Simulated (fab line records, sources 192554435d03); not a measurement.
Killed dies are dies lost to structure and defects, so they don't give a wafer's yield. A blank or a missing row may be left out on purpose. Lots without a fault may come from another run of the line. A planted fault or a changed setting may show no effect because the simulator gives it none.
Problem report in the 8D (eight disciplines) form, filled by code | flow n5_finfet | the parts of the form that need people (team, actions taken, sign-off) are left out

1. THE PROBLEM
spin_speed_rpm at N5_BEOL_M7_COAT_59 reads a mean of 1669.6 rpm on 6 wafers of 2 lots; wafers without a fault read 1499.9 rpm with a standard deviation of 1. That is +99 or more standard deviations from the usual mean.
The step: time 60 s, resist thk 100 nm.
First seen on wafer L945.1, day 12 22:54, on litho_track-05. The record holds 12 wafers of 4 lots with a number at this step. Rule for "out", or "out of limits": more than 4 standard deviations from the usual mean. The other wafers with a number count as sound.

2. WHAT IT IS AND WHAT IT IS NOT
question                    | is                     | is not
which readings at this step | spin_speed_rpm         | exhaust_pa
which lots                  | L944, L945             | L940, L943
which wafers of those lots  | all that have a number | -
read on which tools         | litho_track-05         | litho_track-03
when                        | from day 12 22:54      | up to then (6 sound wafers)

3. SUSPECTS, AND WHAT RULES EACH OUT
Counting: a tool at a process step up to the reading stays a suspect if it ran every lot that is out and no sound lot after the first of them.
- litho_track-05 at N5_BEOL_M7_COAT_59 (time 60 s, resist thk 100 nm): kept. It ran every lot that is out, first L945 (day 12 22:54), and no sound lot after that; its last sound lot up to then is L940 (day 11 22:04). Its own readings are out on those wafers: spin_speed_rpm.
Left after counting: litho_track-05 at N5_BEOL_M7_COAT_59.

4. THE CAUSE (what the simulator had put in)
Process parameter drift: litho_track-05, from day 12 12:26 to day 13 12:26, at N5_BEOL_M7_COAT_59. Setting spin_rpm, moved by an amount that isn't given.
Counting left only this tool.

5. THE CHAIN OF EFFECTS, in route order
Each row: a reading whose mean over the struck wafers that have a number lies more than 3 standard deviations from the usual. Only readings for which the record gives a usual standard deviation are gone through. hours: the time from each lot's start at the first step in this table that gives one to its start at this step, as a median over the lots. sigmas: the change in usual standard deviations.
hours | step               | reading        | usual      | on struck wafers | change | sigmas
0     | N5_BEOL_M7_COAT_59 | spin_speed_rpm | 1499.9 rpm | 1669.6           | +169.7 | +99 or more
The process steps in it:
- N5_BEOL_M7_COAT_59: time 60 s, resist thk 100 nm.

6. WHAT WOULD HAVE CAUGHT IT SOONER
In this record the first reading out of limits was taken at day 12 22:54, 10 hours after the fault began at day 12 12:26.
